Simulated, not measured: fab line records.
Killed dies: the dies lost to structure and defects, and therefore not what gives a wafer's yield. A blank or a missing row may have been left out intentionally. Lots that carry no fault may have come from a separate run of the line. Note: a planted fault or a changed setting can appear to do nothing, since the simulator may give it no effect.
The tool behind it: which one?	flow nand harc	42 wafers from 15 lots sampled at 5 of the route's 1159 steps

WHAT EACH GAUGE READ, for each wafer
NHARC_A_ONON_D1_THK_MEAS_08: measures by ellipsometry.
lot	measured	on	thk nm (nm)
L438	day 8 00:11	film metro-02	1012 1013 1013
L440	day 8 05:59	film metro-01	996 996 997
L443	day 8 12:25	film metro-01	988 988 988
L442	day 8 12:25	film metro-02	990 991
L445	day 9 10:28	film metro-01	998 996
L447	day 9 20:40	film metro-01	981 982
L453	day 10 19:47	film metro-01	992 993 990
L451	day 10 20:10	film metro-02	999 1000 998
L452	day 11 07:55	film metro-01	997 999 998
L455	day 11 19:04	film metro-01	1020 1022 1020
L456	day 12 03:49	film metro-01	979 979 980
L457	day 12 03:50	film metro-01	990 990 988
L458	day 12 03:53	film metro-02	1026 1027 1025
L459	day 12 20:44	film metro-02	991 993 991
L461	day 13 07:47	film metro-02	991 988 990

NHARC_A_ONON_D1_THK_MEAS_30: measures by ellipsometry.
lot	measured	on	thk nm (nm)
L438	day 8 11:43	film metro-01	988 989 989
L440	day 8 19:10	film metro-01	1010 1009 1011
L443	day 8 22:56	film metro-02	992 992 992
L442	day 8 23:00	film metro-01	1007 1322
L445	day 9 21:59	film metro-01	1315 1313
L447	day 10 08:04	film metro-02	1015 1325
L453	day 11 07:13	film metro-01	1011 1013 1012
L451	day 11 07:34	film metro-02	998 999 999
L452	day 11 20:52	film metro-02	1023 1021 1024
L455	day 12 09:16	film metro-02	1008 1011 1010
L456	day 12 16:54	film metro-01	989 990 989
L457	day 12 16:55	film metro-02	992 990 991
L458	day 12 16:56	film metro-01	1002 1002 1001
L459	day 13 07:21	film metro-02	992 995 996
L461	day 13 19:11	film metro-02	999 1000 999

NHARC_A_ONON_D1_INSPECT_32.
lot	measured	on	raw defect count
L438	day 8 12:16	defect inspect-02	86 49 71
L440	day 8 19:42	defect inspect-02	119 51 73
L443	day 8 23:32	defect inspect-01	64 71 50
L442	day 8 23:35	defect inspect-02	82 38
L445	day 9 22:31	defect inspect-02	55 69
L447	day 10 08:38	defect inspect-01	39 50
L453	day 11 08:26	defect inspect-02	50 57 51
L451	day 11 08:48	defect inspect-02	69 82 61
L452	day 11 21:34	defect inspect-02	86 67 50
L455	day 12 09:48	defect inspect-01	216 154 180
L456	day 12 17:28	defect inspect-02	64 90 74
L457	day 12 17:27	defect inspect-01	85 52 83
L458	day 12 17:29	defect inspect-01	57 55 101
L459	day 13 08:01	defect inspect-01	92 66 31
L461	day 13 19:43	defect inspect-01	120 88 65

NHARC_A_CHANNEL_HOLE_D1_OVL_MEAS_11.
lot	measured	on	overlay x nm (nm)	overlay y nm (nm)
L438	day 8 16:14	overlay-02	-1.2 -1.2 -1.1	-0.9 -1.2 -0.9
L440	day 9 00:02	overlay-02	-0.1 0.2 0.4	1.4 1.0 1.6
L443	day 9 02:31	overlay-02	0.3 0.4 0.2	-0.8 -0.8 -0.9
L442	day 9 03:58	overlay-01	0.4	-0.4
L447	day 10 11:17	overlay-02	0.3	0.3
L453	day 11 11:42	overlay-01	0.6 0.9 0.2	0.3 -0.1 0.3
L451	day 11 13:23	overlay-01	-0.6 -0.5 -0.6	-0.3 0.1 0.0
L452	day 12 00:25	overlay-01	0.4 -0.1 0.0	-0.8 -1.1 -0.3
L455	day 12 12:28	overlay-01	0.7 0.7 0.1	-0.1 0.5 0.4
L456	day 12 20:38	overlay-01	-0.8 -1.0 -0.8	0.6 0.2 1.0
L457	day 12 20:29	overlay-02	-0.2 0.4 -0.8	1.5 1.1 0.8
L458	day 12 20:47	overlay-02	1.1 1.5 1.4	2.0 2.3 1.6
L459	day 13 11:15	overlay-02	0.9 0.5 0.9	0.9 1.3 1.0
L461	day 14 00:10	overlay-02	-1.0 -0.8 -0.3	0.0 -0.2 0.2

WHAT TOOL EACH LOT RAN ON (gives the tool, then ch and the chambers of the sampled wafers, and finally the start)
lot	NHARC_A_ONON_D1_DEP_28
L438	pecvd onon-03 ch 0, day 8 11:13
L440	pecvd onon-01 ch 0, day 8 18:39
L443	pecvd onon-01 ch 0, day 8 22:25
L442	pecvd onon-03 ch 0, day 8 22:29
L445	pecvd onon-03 ch 0, day 9 21:40
L447	pecvd onon-03 ch 0, day 10 07:34
L453	pecvd onon-01 ch 0, day 11 06:50
L451	pecvd onon-01 ch 0, day 11 07:14
L452	pecvd onon-01 ch 0, day 11 20:22
L455	pecvd onon-01 ch 0, day 12 08:49
L456	pecvd onon-04 ch 0, day 12 16:27
L457	pecvd onon-03 ch 0, day 12 16:28
L458	pecvd onon-01 ch 0, day 12 16:28
L459	pecvd onon-03 ch 0, day 13 06:50
L461	pecvd onon-04 ch 0, day 13 18:40
- NHARC_A_ONON_D1_DEP_28: target thk 1000 nm.

AS READ BY THE TOOLS THEMSELVES (means over the sampled wafers that have a number; for cases with no such wafer, the mark the record gives instead)
NHARC_A_ONON_D1_DEP_28.
lot	tool	sih4 flow sccm (sccm)
L438	pecvd onon-03	209.1
L440	pecvd onon-01	209.9
L443	pecvd onon-01	211.1
L442	pecvd onon-03	209.9
L445	pecvd onon-03	209.9
L447	pecvd onon-03	209.8
L453	pecvd onon-01	210.0
L451	pecvd onon-01	209.7
L452	pecvd onon-01	209.9
L455	pecvd onon-01	209.6
L456	pecvd onon-04	210.4
L457	pecvd onon-03	210.4
L458	pecvd onon-01	209.6
L459	pecvd onon-03	209.5
L461	pecvd onon-04	209.8

THE ANSWER, worked out from the rows above alone
Rule: the lots themselves supply what counts as usual. Put in order of their means at a reading, lots are off if they are a third of the lots or fewer, leave a main group of 4 or more, and stand apart from it by a gap of 3 or more times the standard deviation of the main group's means; of several such gaps the widest counts. If all means in a main group match to the digits the tables above print for the reading, that group is not used. A lot without any number at a reading at which 4 lots or more have one is off too. All remaining lots with rows at the step are treated as sound. Order of review: gauges by route order, followed by the tools' own readings, for which a lot's mean as printed above is used. The first step at which some lot is off is used, and at that step the reading that is off furthest; a lot without a number counts as furthest.
Off, at NHARC_A_ONON_D1_THK_MEAS_30 on thk nm: L442, L445, L447. The main group: mean 1001 nm, standard deviation 10.
A tool fits if, at a process step before that reading, it ran every lot that is off, and no sound lot after the first of them. Gauges at NHARC_A_ONON_D1_THK_MEAS_30: tried the same way as those tools. Of those tried, none fits.

WHAT THE SIMULATOR PUT IN
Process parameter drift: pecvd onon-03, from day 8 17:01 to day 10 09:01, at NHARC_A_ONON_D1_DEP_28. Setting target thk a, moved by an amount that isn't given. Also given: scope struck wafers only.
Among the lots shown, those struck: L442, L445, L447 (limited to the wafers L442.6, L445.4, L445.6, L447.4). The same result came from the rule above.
